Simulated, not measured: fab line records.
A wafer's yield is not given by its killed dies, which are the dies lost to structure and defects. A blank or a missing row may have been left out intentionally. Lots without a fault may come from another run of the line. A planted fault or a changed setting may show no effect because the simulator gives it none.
fab line records -- flow n5_finfet
[record] lots = 7, wafers = 18, last_day = 18
route steps=1938 shown GATE_CUT@498 BEOL_M4@1111 PASSIVATION@1936
lots untouched by any fault: they come from a run of this same line in which no faults occurred
start_h: hours from the record's first day to the start of the lot's first wafer shown -- wait_h: time in hours since the lot's previous step -- " as in the row above -- L1.1+2: several wafers, shown together as one row -- - value missing, or start not given -- * or withheld: withheld -- < > ~ a bound
route shown NAME@n: a module of which the file shows steps, and the number in the route of the first -- usual: mean/standard deviation of fault-free wafers -- same: alike in all rows -- chamber/n: place in a boat -- sites: the reading at each site -- _std_site: standard deviation of those values -- _edge_site: inner sites' mean taken away from outer sites' mean -- radius_mm: how far each site lies from the wafer's centre -- mask NAME#n: copy n -- behind: the most recent tool/chamber to have shaped the wafer -- hold: cause of the lot's hold/its duration in hours/its outcome -- device: the n, p or np transistor that did not switch -- end of line: the route-end tests of the same wafers -- for a step that has no rows: nothing shown but its recipe -- killed: dies that structure and defects cost at the first sort, which is not the same as the wafer's yield -- map: a wafer's dies, x killed, . not, _ none there
set.NAME: the setting that was run; set.NAME@STEP: the one run at that earlier step -- model.NAME: the simulator's own value behind a step, which no gauge read
certain route steps with their lots: each step a table, each wafer a row
services: the hour from which a tool's chamber was out of use, counted from the record's first day as start_h (under 0 if before that day), plus the number of hours and why
[[steps]]
[step N5_GATE_CUT_STRIP_42]
[recipe] chemistry = O2, power_w = 400, temp_c = 40, pressure_mtorr = 30, rf_frequency_hz = 6e+07, bias_power_w = 0, overash_fraction = 0.3, o2_flow_sccm = 225
[usual] drypump_motor_current_A = 5.5/0.41, oes_product_au = 0.78/0.092, rf_vpp_V = 3.6/0.45, showerhead_plenum_p_Torr = 2.11/0.071, throttle_valve_pct = 16.80/0.22
lot.wafer,tool,chamber,start_h,wait_h,drypump_motor_current_A,oes_product_au,rf_hours_counter_h,rf_vpp_V,showerhead_plenum_p_Torr,throttle_valve_pct
L692.1,rie_diel-02,1,117.66,0.0,6.0,0.73,181,3.7,2.12,16.95
L692.4,rie_diel-02,3,117.66,0.0,5.7,0.91,-,4.2,2.25,16.90
L692.5,rie_diel-02,0,117.66,0.0,4.8,0.70,-,2.5,2.09,17.02
L699.2,rie_diel-02,2,160.14,0.0,5.8,0.95,7,3.6,2.07,16.30
L699.5,rie_diel-02,2,160.14,0.0,5.8,0.97,-,3.5,2.07,16.30
L699.6,rie_diel-02,3,160.14,0.0,5.7,0.90,-,4.2,2.25,16.92
L702.4,rie_diel-04,0,174.07,0.0,5.7,0.86,50,3.2,2.07,16.66
L702.6,rie_diel-04,0,174.07,0.0,5.7,0.86,-,3.4,2.08,16.67
L703.3,rie_diel-04,3,182.30,0.0,5.4,0.72,196,4.1,2.19,16.89
L703.4,rie_diel-04,0,182.30,0.0,5.7,0.86,53,3.6,2.07,16.67
L706.3,rie_diel-04,0,200.03,0.0,5.7,0.84,59,3.6,2.07,16.68
L706.5,rie_diel-04,1,200.03,0.0,5.0,0.67,-,2.8,2.06,16.93
L709.1,rie_diel-02,0,217.43,0.0,4.8,0.68,245,4.4,2.08,17.08
L709.5,rie_diel-02,3,217.43,0.0,5.7,0.87,-,4.1,2.24,16.94
L709.6,rie_diel-02,2,217.43,0.0,5.8,0.91,-,4.5,2.06,16.32
L710.2,rie_diel-02,0,226.87,0.0,4.7,0.68,248,3.6,2.08,17.09
L710.4,rie_diel-02,3,226.87,0.0,5.7,0.86,53,3.5,2.24,16.96
L710.5,rie_diel-02,1,226.87,0.0,6.0,0.71,-,4.3,2.10,17.02
[step N5_GATE_CUT_ETCH_19]
[recipe] chemistry = CH3F/O2, target = SiNx, mask_material = SiO2, target_depth_a = 537, time_s = 76.7, pressure_mtorr = 30, source_w = 395, bias_w = 73, Ar_flow_sccm = 150, CH3F_flow_sccm = 30, O2_flow_sccm = 20, ion_energy_ev = 120, ends = cleared
[step N5_GATE_CUT_CUT_ETCH_53]
[recipe] chemistry = SF6/Cl2, target = W, mask_material = SiO2, target_depth_a = 792, pressure_mtorr = 8, icp_w = 900, bias_w = 80, SF6_flow_sccm = 40, Cl2_flow_sccm = 60, ends = cleared
[step N5_GATE_CUT_CUT_ETCH_54]
[recipe] chemistry = Cl2/BCl3, target = TiN, mask_material = SiO2, target_depth_a = 967, pressure_mtorr = 10, icp_w = 1000, bias_w = 126, Cl2_flow_sccm = 53.25, bcl3_flow_sccm = 21.75, Ar_flow_sccm = 25, ends = cleared
[step N5_GATE_CUT_CUT_ETCH_55]
[recipe] chemistry = BCl3, target = HfO2, mask_material = SiO2, target_depth_a = 32, ion_energy_ev = 30, pressure_mtorr = 5, icp_w = 450, bias_w = 18, bcl3_flow_sccm = 80
[step N5_GATE_CUT_ETCH_47]
[recipe] chemistry = Cl2/BCl3, target = SiO2, target_depth_a = 100, pressure_mtorr = 10, icp_w = 1000, bias_w = 126, Cl2_flow_sccm = 53.25, bcl3_flow_sccm = 21.75, Ar_flow_sccm = 25
[usual] drypump_motor_current_A = 5.8/0.51, oes_ar_750_au = 0.72/0.11, oes_product_au = 0.71/0.11, throttle_valve_pct = 22.87/0.3
lot.wafer,tool,chamber,start_h,wait_h,drypump_motor_current_A,oes_ar_750_au,oes_product_au,rf_hours_counter_h,throttle_valve_pct
L692.1,rie_metal-03,1,117.96,0.0,5.4,0.94,0.89,11,22.84
L692.4,rie_metal-03,0,117.96,0.0,5.9,0.66,0.66,-,23.39
L692.5,rie_metal-03,0,117.96,0.0,5.9,0.66,0.67,-,23.37
L699.2,rie_metal-01,1,160.44,0.0,5.8,0.81,0.82,32,22.46
L699.5,rie_metal-01,0,160.44,0.0,4.9,0.70,0.66,-,22.61
L699.6,rie_metal-01,1,160.44,0.0,5.8,0.81,0.81,-,22.49
L702.4,rie_metal-02,1,174.38,0.0,6.2,0.62,0.61,-,22.81
L702.6,rie_metal-02,1,174.38,0.0,6.2,0.62,0.60,-,22.80
L703.3,rie_metal-02,1,182.61,0.0,6.2,0.62,0.61,-,22.80
L703.4,rie_metal-02,0,182.61,0.0,6.5,0.62,0.61,-,23.02
L706.3,rie_metal-01,1,200.34,0.0,5.8,0.79,0.80,-,22.47
L706.5,rie_metal-01,1,200.34,0.0,5.8,0.80,0.80,-,22.46
L709.1,rie_metal-03,1,217.73,0.0,5.4,0.91,0.88,15,22.85
L709.5,rie_metal-03,1,217.73,0.0,5.4,0.91,0.88,-,22.86
L709.6,rie_metal-03,0,217.73,0.0,5.9,0.65,0.66,-,23.40
L710.2,rie_metal-03,0,227.17,0.0,5.9,0.65,0.66,98,23.41
L710.4,rie_metal-03,0,227.17,0.0,5.9,0.65,0.66,-,23.40
L710.5,rie_metal-03,0,227.17,0.0,5.9,0.65,0.66,-,23.41
[step N5_GATE_CUT_VAPOR_ETCH_48]
[recipe] chemistry = BCl3/Cl2, target = TiN, mode = isotropic
[usual] drypump_motor_current_A = 5.8/0.51, oes_product_au = 0.71/0.11
lot.wafer,tool,chamber,start_h,wait_h,drypump_motor_current_A,oes_product_au
L692.1,rie_metal-03,1,117.99,0.0,5.4,0.89
L692.4,rie_metal-03,0,117.99,0.0,5.9,0.67
L692.5,rie_metal-03,0,117.99,0.0,5.9,0.66
L699.2,rie_metal-01,1,160.47,0.0,5.8,0.82
L699.5,rie_metal-01,0,160.47,0.0,4.8,0.65
L699.6,rie_metal-01,1,160.47,0.0,5.8,0.82
L702.4,rie_metal-02,1,174.41,0.0,6.2,0.61
L702.6,rie_metal-02,1,174.41,0.0,6.2,0.61
L703.3,rie_metal-02,1,182.64,0.0,6.2,0.60
L703.4,rie_metal-02,0,182.64,0.0,6.4,0.61
L706.3,rie_metal-01,1,200.37,0.0,5.8,0.80
L706.5,rie_metal-01,1,200.37,0.0,5.8,0.81
L709.1,rie_metal-03,1,217.76,0.0,5.4,0.88
L709.5,rie_metal-03,1,217.76,0.0,5.4,0.87
L709.6,rie_metal-03,0,217.76,0.0,5.9,0.67
L710.2,rie_metal-03,0,227.20,0.0,5.9,0.65
L710.4,rie_metal-03,0,227.20,0.0,5.9,0.65
L710.5,rie_metal-03,0,227.20,0.0,5.9,0.66
[step N5_GATE_CUT_VAPOR_ETCH_49]
[recipe] chemistry = BCl3/Cl2, target = TiAlC, mode = isotropic
[usual] drypump_motor_current_A = 5.8/0.51, oes_product_au = 0.71/0.11
lot.wafer,tool,chamber,start_h,wait_h,drypump_motor_current_A,oes_product_au
L692.1,rie_metal-03,1,118.02,0.0,5.4,0.90
L692.4,rie_metal-03,0,118.02,0.0,5.9,0.66
L692.5,rie_metal-03,0,118.02,0.0,5.9,0.66
L699.2,rie_metal-01,1,160.50,0.0,5.8,0.82
L699.5,rie_metal-01,0,160.50,0.0,4.8,0.66
L699.6,rie_metal-01,1,160.50,0.0,5.8,0.82
L702.4,rie_metal-02,1,174.44,0.0,6.2,0.61
L702.6,rie_metal-02,1,174.44,0.0,6.2,0.61
L703.3,rie_metal-02,1,182.67,0.0,6.2,0.61
L703.4,rie_metal-02,0,182.67,0.0,6.5,0.62
L706.3,rie_metal-01,1,200.40,0.0,5.8,0.81
L706.5,rie_metal-01,1,200.40,0.0,5.8,0.80
L709.1,rie_metal-03,1,217.79,0.0,5.4,0.88
L709.5,rie_metal-03,1,217.79,0.0,5.4,0.87
L709.6,rie_metal-03,0,217.79,0.0,5.9,0.66
L710.2,rie_metal-03,0,227.23,0.0,5.9,0.65
L710.4,rie_metal-03,0,227.23,0.0,5.9,0.65
L710.5,rie_metal-03,0,227.23,0.0,5.9,0.65
[step N5_GATE_CUT_VAPOR_ETCH_51]
[recipe] chemistry = BCl3/Cl2, target = HfO2, mode = isotropic
[step N5_GATE_CUT_STRIP_21]
[recipe] chemistry = N2/H2, time_s = 30, power_w = 1000, temp_c = 250, pressure_mtorr = withheld, n2_flow_sccm = 1750, h2_flow_sccm = 3250
[usual] drypump_motor_current_A = 5.4/0.37, heater_power_w = 347/31
lot.wafer,tool,chamber,start_h,wait_h,drypump_motor_current_A,heater_power_w,rf_hours_counter_h
L692.1,plasma_asher-01,1,118.10,0.0,5.7,306,46
L692.4,plasma_asher-01,0,118.10,0.0,5.8,331,-
L692.5,plasma_asher-01,1,118.10,0.0,5.6,314,-
L699.2,plasma_asher-01,1,160.58,0.0,5.7,303,55
L699.5,plasma_asher-01,1,160.58,0.0,5.7,307,-
L699.6,plasma_asher-01,0,160.58,0.0,5.7,332,-
L702.4,plasma_asher-02,1,174.70,0.2,5.2,378,-
L702.6,plasma_asher-02,1,174.70,0.2,5.1,389,-
L703.3,plasma_asher-02,1,182.76,0.1,5.2,384,-
L703.4,plasma_asher-02,0,182.76,0.1,4.9,377,-
L706.3,plasma_asher-01,1,200.49,0.1,5.7,307,-
L706.5,plasma_asher-01,1,200.49,0.1,5.6,302,-
L709.1,plasma_asher-01,0,217.87,0.0,5.7,334,61
L709.5,plasma_asher-01,1,217.87,0.0,5.6,306,-
L709.6,plasma_asher-01,0,217.87,0.0,5.7,332,-
L710.2,plasma_asher-01,0,227.31,0.0,5.7,333,64
L710.4,plasma_asher-01,1,227.31,0.0,5.7,313,-
L710.5,plasma_asher-01,0,227.31,0.0,5.7,337,-
[step N5_GATE_CUT_STRIP_29]
[recipe] chemistry = post_etch_residue_remover, time_s = 60, temp_c = 25, remover_ph = withheld, remover_water_wt_pct = withheld, remover_fluoride_wt_pct = withheld
[step N5_GATE_CUT_SRD_52]
[recipe] dry = ipa_marangoni, time_s = 30, temp_c = 23, rinse_liquid = diw
[step N5_GATE_CUT_ALD_22]
[recipe] material = SiNx, target_thk_a = 160, temp_c = 400, ald_precursor_family = SiH2I2, ald_co_reactant = N2/H2-plasma, pulse_time_s = 1, ald_cycles = 320, purge_time_s = 2, co_reactant_purge_time_s = 2, pressure_torr = 2
[usual] ald_cycles = 320/0, heater_power_w = 856/91, precursor_pulse_height_rel = 1.000/0.022
lot.wafer,tool,chamber,start_h,wait_h,ald_cycles,heater_power_w,precursor_pulse_height_rel,model.SiNx_of_GATE_CUT_ALD_22.thk_nm
L692.1,ald_sin-01,1,118.60,0.4,320,890,0.987,16
L692.4,ald_sin-01,3,118.60,0.4,320,845,1.027,16
L692.5,ald_sin-01,0,118.60,0.4,320,909,1.009,16
L699.2,ald_sin-02,1,160.73,0.0,320,1002,1.013,16
L699.5,ald_sin-02,0,160.73,0.0,320,817,0.994,15.8
L699.6,ald_sin-02,1,160.73,0.0,320,957,1.010,16
L702.4,ald_sin-02,0,175.56,0.8,200,818,1.035,10
L702.6,ald_sin-02,3,175.56,0.8,320,743,1.003,16
L703.3,ald_sin-02,2,182.89,0.0,320,688,1.030,16.2
L703.4,ald_sin-02,1,182.89,0.0,200,985,0.983,9.8
L706.3,ald_sin-02,0,200.62,0.0,320,822,1.031,16
L706.5,ald_sin-02,3,200.62,0.0,200,731,1.036,10
L709.1,ald_sin-01,3,218.02,0.0,320,830,1.005,16
L709.5,ald_sin-01,1,218.02,0.0,320,886,0.972,16
L709.6,ald_sin-01,0,218.02,0.0,320,939,0.952,16
L710.2,ald_sin-01,2,227.60,0.2,320,841,1.035,15.8
L710.4,ald_sin-01,0,227.60,0.2,320,948,1.022,16
L710.5,ald_sin-01,2,227.60,0.2,320,856,1.026,16
[step N5_GATE_CUT_CMP_23]
[recipe] stop_on = SiO2, t_overpolish_s = 23.4, post_cmp_clean = alkaline_brush, down_force_psi = 2.5, platen_rpm = 51.8, pad_velocity_m_s = 1.0307, target_thk_nm = 16
[step N5_BEOL_M4_RC_MEAS_101]
[usual] DIBL_N = 37.5/2.5, DIBL_P = 38/3.1, IOFF_N = 0.19/0.059, IOFF_P = 0.24/0.061, ION_N = 679/16, ION_P = 465/9.8, SS_N = 72.0/0.8, SS_P = 73.7/0.86, VT_N = 248/4.5, VT_P = -249/3.5
lot.wafer,tool,chamber,start_h,wait_h,DIBL_N[mV/V],DIBL_P[mV/V],IOFF_N[nA/um],IOFF_P[nA/um],ION_N[uA/um],ION_P[uA/um],SS_N[mV/dec],SS_P[mV/dec],VT_N[mV],VT_P[mV]
L692.1,prober-02,0,191.79,0.0,36.9,36,0.16,0.21,679,465,70.7,72.8,249,-249
L692.4,prober-02,0,191.79,0.0,33.8,34,0.12,0.18,648,452,70.1,72.9,254,-251
L692.5,prober-02,0,191.79,0.0,33.0,32,0.11,0.16,653,453,70.1,72.5,255,-252
L699.2,prober-02,0,253.39,0.2,37.7,38,0.20,0.22,663,450,71.7,73.8,244,-250
L699.5,prober-02,0,253.39,0.2,35.4,35,0.16,0.18,665,454,72.1,73.3,249,-255
L699.6,prober-02,0,253.39,0.2,36.9,36,0.17,0.19,658,445,71.6,73.3,250,-253
L702.4,prober-01,0,258.53,0.5,35.1,36,0.16,0.20,672,458,71.7,73.9,248,-250
L702.6,prober-01,0,258.53,0.5,37.7,40,0.23,0.27,679,459,72.7,74.4,244,-248
L703.3,prober-02,0,262.98,0.3,37.8,39,0.20,0.24,682,464,72.4,74.1,248,-250
L703.4,prober-02,0,262.98,0.3,40.2,43,0.24,0.30,704,478,71.6,75.0,245,-246
L706.3,prober-02,0,288.15,0.3,37.6,37,0.19,0.24,683,463,72.1,73.9,249,-249
L706.5,prober-02,0,288.15,0.3,37.6,37,0.19,0.24,690,466,71.6,73.2,246,-247
L709.1,prober-02,0,311.96,0.0,37.4,39,0.18,0.22,683,461,72.1,73.8,248,-250
L709.5,prober-02,0,311.96,0.0,33.9,35,0.13,0.18,666,458,71.2,73.1,251,-252
L709.6,prober-02,0,311.96,0.0,38.7,41,0.22,0.27,686,469,72.9,74.3,249,-248
L710.2,prober-02,0,317.28,0.2,30.9,31,0.10,0.14,652,455,71.1,71.5,255,-251
L710.4,prober-02,0,317.28,0.2,37.6,40,0.22,0.30,704,479,72.7,73.4,244,-245
L710.5,prober-02,0,317.28,0.2,32.4,35,0.13,0.20,667,470,71.5,73.3,251,-252
[step N5_PASSIVATION_PROBE_49]
[usual] defect_limited_yield = 91.0/1.4, killed_at_M0_to_M3 = 35/10, killed_at_M4_up = 14/5.5, killed_at_contacts = 13/5.6, killed_at_front_end = 41/11, killed_at_other = 4/3.4, killed_dies = 106/16, killed_open = 68/12, killed_short = 35/7.3, sort_bin_4_leakage = 0.3/2.1, sort_bin_5_function = 5.3/0.89, sort_bin_6_memory = 3.4/0.67, sort_bin_8_speed = 0.01/0.11, sort_n_pass = 1070/28, sort_yield_pct = 90.7/2.4
[same] gross_dies = 1180, killed_at_back_side = 0
lot.wafer,tool,chamber,start_h,wait_h,defect_limited_yield[%],killed_at_M0_to_M3,killed_at_M4_up,killed_at_contacts,killed_at_front_end,killed_at_other,killed_dies,killed_open,killed_short,sort_bin_4_leakage[%],sort_bin_5_function[%],sort_bin_6_memory[%],sort_bin_8_speed[%],sort_n_pass,sort_yield_pct[%]
L692.1,prober-02,-,307.32,0.0,91.2,8,14,15,62,5,104,70,32,0,5.1,3.4,0,1076,91.2
L692.4,prober-02,-,307.47,0.2,92.3,22,7,18,42,2,91,54,28,0,3.6,3.1,0,1089,92.3
L692.5,prober-02,-,307.52,0.2,93.0,14,4,12,46,7,83,46,31,0,4.7,2.1,0,1097,93.0
L702.4,prober-01,-,374.65,0.2,92.3,20,12,14,42,3,91,57,32,0,4.5,3.0,0,1089,92.3
// killed by level:class
L692.1 FIN_SAQP:geometric_particle:short=14 STI_FIN_REVEAL:geometric_particle:open=13 MOL_CONTACT_COAG:geometric_particle:open=13 FIN_SAQP:geometric_particle:open=12 BEOL_M4:geometric_particle:open=6 GATE_CUT:geometric_particle:open=5 STARTING-WAFER:geometric_particle:open=5 DUMMY_GATE:geometric_particle:open=3
L692.4 MOL_CONTACT_COAG:geometric_particle:open=15 BEOL_M0_SAQP:geometric_particle:short=8 FIN_SAQP:geometric_particle:short=7 STI_FIN_REVEAL:geometric_particle:open=7 HKMG_FIN:area_etch=7 BEOL_M2:geometric_particle:open=6 GATE_CUT:geometric_particle:open=6 FIN_SAQP:geometric_particle:open=4
L692.5 MOL_CONTACT_COAG:geometric_particle:open=10 FIN_SAQP:geometric_particle:short=8 STI_FIN_REVEAL:geometric_particle:open=8 GATE_CUT:geometric_particle:short=7 FIN_SAQP:geometric_particle:open=6 GATE_CUT:geometric_particle:open=5 BEOL_M2:geometric_particle:short=4 DUMMY_GATE:geometric_particle:open=3
L702.4 FIN_SAQP:geometric_particle:short=10 FIN_SAQP:geometric_particle:open=9 STI_FIN_REVEAL:geometric_particle:open=8 MOL_CONTACT_COAG:geometric_particle:open=7 MOL_CONTACT_COAG:geometric_particle:short=6 BEOL_M3:geometric_particle:open=6 BEOL_M0_SAQP:geometric_particle:short=5 BEOL_M4:geometric_particle:open=4
[[services]]
tool,chamber,start_h,hours,kind
rie_metal-03,0,93.66,10.2,repair
rie_diel-02,3,98.29,13.9,repair
rie_diel-02,-,99.37,0.4,repair
rie_diel-02,2,112.20,-,clean
rie_diel-02,2,112.20,-,consumable_replace:focus_ring
rie_diel-02,2,112.20,20.4,scheduled_down
rie_diel-02,2,112.20,20.4,vent_cycle
rie_diel-04,-,115.63,0.3,repair
rie_metal-01,-,120.43,0.8,repair
ald_sin-02,2,140.54,34.7,repair
rie_metal-03,-,140.87,57.9,repair
rie_metal-02,0,145.50,5.4,repair
plasma_asher-01,-,167.89,10.1,repair
ald_sin-01,3,170.45,13.0,repair
ald_sin-02,-,187.18,6.0,pm
rie_metal-02,0,197.32,-,clean
rie_metal-02,0,197.32,13.0,scheduled_down
rie_metal-02,0,197.32,13.0,vent_cycle
plasma_asher-02,-,204.30,0.7,repair
ald_sin-01,2,205.75,6.1,repair
ald_sin-01,1,221.23,11.0,repair
rie_diel-04,0,222.79,11.3,repair
rie_diel-04,2,228.08,2.4,repair
[[key]]
[first_sign] step = N5_GATE_CUT_ALD_22, reading = ald_cycles, direction = down, sigmas = 99+, usual = *, struck = *
effect none on later readings
[model_effect] step = N5_GATE_CUT_ALD_22, value = SiNx_of_GATE_CUT_ALD_22.thk_nm, without = 15.93, struck = 9.933
met_at N5_GATE_CUT_ALD_22
struck_wafers L702.4,L703.4,L706.5
onset_between 160.73 175.56
[fault] kind = process_parameter_drift, tool = ald_sin-02, chamber = -, onset_h = 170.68, steps = N5_GATE_CUT_ALD_22, channel = ald_cycles, offset = *, shape = step, end_h = 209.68, scope = struck_wafers_only, acts_in = *, stated = *
